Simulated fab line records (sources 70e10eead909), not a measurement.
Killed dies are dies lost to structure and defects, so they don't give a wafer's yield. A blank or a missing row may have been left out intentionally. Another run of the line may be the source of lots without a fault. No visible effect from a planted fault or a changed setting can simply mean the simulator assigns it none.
Which tool is to blame? / flow nand-harc / 12 lots with 36 wafers sampled at 2 steps, on a route of 1302 steps

WHAT THE GAUGES SHOWED, per wafer
NHARC_P_CONTACT_OVL_MEAS_13.
lot=L075; measured=day 6 05:20; on=overlay-02; overlay-x-nm (nm)=-0.6 -0.7 -0.7
lot=L077; measured=day 7 09:23; on=overlay-01; overlay-x-nm (nm)=-0.1 -0.2 0.3
lot=L079; measured=day 7 18:48; on=overlay-01; overlay-x-nm (nm)=-0.3 -0.1 0.2
lot=L081; measured=day 8 16:29; on=overlay-02; overlay-x-nm (nm)=-1.6 -0.8 -1.2
lot=L083; measured=day 9 15:56; on=overlay-02; overlay-x-nm (nm)=-0.1 0.1 -0.1
lot=L085; measured=day 10 10:08; on=overlay-01; overlay-x-nm (nm)=1.7 1.4 1.5
lot=L087; measured=day 11 03:01; on=overlay-01; overlay-x-nm (nm)=0.0 0.0 -0.3
lot=L088; measured=day 12 00:29; on=overlay-01; overlay-x-nm (nm)=0.0 0.7 0.4
lot=L091; measured=day 12 18:01; on=overlay-01; overlay-x-nm (nm)=-0.3 -0.3 -0.7
lot=L093; measured=day 13 18:32; on=overlay-01; overlay-x-nm (nm)=-0.3 -0.4 -0.7
lot=L095; measured=day 14 09:40; on=overlay-02; overlay-x-nm (nm)=-0.1 0.4 -0.2
lot=L097; measured=day 15 19:26; on=overlay-02; overlay-x-nm (nm)=-1.6 -1.7 -1.6

WHAT TOOL EACH LOT RAN ON (gives the tool, then ch and the chambers of the sampled wafers, and finally the start)
lot=L075; NHARC_P_CONTACT_DEP_30=pecvd-04 ch 0,1,2, day 6 03:49
lot=L077; NHARC_P_CONTACT_DEP_30=pecvd-04 ch 0,1,2, day 7 07:48
lot=L079; NHARC_P_CONTACT_DEP_30=pecvd-04 ch 0,2, day 7 17:10
lot=L081; NHARC_P_CONTACT_DEP_30=pecvd-04 ch 0,1, day 8 14:52
lot=L083; NHARC_P_CONTACT_DEP_30=pecvd-01 ch 1,2, day 9 14:28
lot=L085; NHARC_P_CONTACT_DEP_30=pecvd-04 ch 1,2, day 10 08:32
lot=L087; NHARC_P_CONTACT_DEP_30=pecvd-03 ch 0,1,2, day 11 01:23
lot=L088; NHARC_P_CONTACT_DEP_30=pecvd-04 ch 0,2, day 11 22:54
lot=L091; NHARC_P_CONTACT_DEP_30=pecvd-03 ch 0,1, day 12 16:26
lot=L093; NHARC_P_CONTACT_DEP_30=pecvd-04 ch 1,2, day 13 17:02
lot=L095; NHARC_P_CONTACT_DEP_30=pecvd-03 ch 1,2, day 14 08:01
lot=L097; NHARC_P_CONTACT_DEP_30=pecvd-04 ch 1,2, day 15 17:55
- NHARC_P_CONTACT_DEP_30: deposits SiNx, target thk 30 nm.

THE ANSWER, worked out from the rows above alone
Rule: the lots themselves supply what counts as usual. The widest of any qualifying gaps counts: lots, ordered by their means at a reading, are off when they make up no more than a third of the lots, leave a main group of 4 or more, and stand apart from it by 3 or more times the standard deviation of that group's means. A main group whose means are all the same, to the digits that the tables above print for the reading, isn't used. Also off: a lot with no number at a reading for which 4 or more lots have one. The other lots that the step has rows for count as sound.
None of the lots is off at any reading shown; this tells nothing.

WHAT THE SIMULATOR HAD INSERTED
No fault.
